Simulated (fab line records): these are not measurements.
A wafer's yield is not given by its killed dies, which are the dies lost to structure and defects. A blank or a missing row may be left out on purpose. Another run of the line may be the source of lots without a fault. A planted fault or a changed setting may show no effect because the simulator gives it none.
Chamber matching	flow n5 finfet	N5_FIN_SAQP_MANDREL_ETCH_58 on rie si-01: 4 sister chambers
The step etches a-Si in HBr/Cl2, stops on SiNx, target depth 45 nm, bt time 10 s, time 27 s. 8 wafers are shown with their chamber, then 8 later ones without.

## WAFERS WITH THEIR CHAMBER
wafer	chamber	throttle valve pct (%)	oes product au (a.u.)
L076.4	0	35.42	0.691
L082.1	0	35.42	0.698
L082.3	2	35.36	0.697
L082.6	3	35.37	0.714
L084.2	1	35.91	0.695
L084.5	3	35.38	0.708
L084.6	2	35.36	0.699
L085.1	1	35.89	0.690

## WAFERS WITH NO CHAMBER GIVEN
wafer	throttle valve pct (%)	oes product au (a.u.)
L085.4	35.38	0.700
L085.5	35.91	0.690
L087.1	35.92	0.689
L087.3	35.41	0.692
L087.5	35.33	0.697
L095.1	35.92	0.686
L095.4	35.37	0.716
L095.5	35.35	0.710

## WHICH CHAMBER EACH ONE RAN IN
wafer	from the rows above	in truth
L085.4	can't be placed: 2 or 3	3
L085.5	1	1
L087.1	1	1
L087.3	0	0
L087.5	2	2
L095.1	1	1
L095.4	3	3
L095.5	can't be placed: 3 or 2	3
6 of 8 placed correctly. Can't be placed from these rows: 2 (the true chamber is among the candidates in 2). Number placed wrongly: 0.
How it was worked out, from the rows above alone: a wafer's distance from a chamber is the root of the sum, over the readings, of the square of ((its reading less the chamber's mean) divided by the reading's scatter). The wafer belongs to the nearest chamber; if the next one is less than 2 further off, it can't be placed. For every chamber, the mean is computed from those of its wafers that are shown. The scatter: take each reading less its chamber's mean, square it, sum over the shown wafers, divide by the number of wafers less the number of chambers, and take the root.
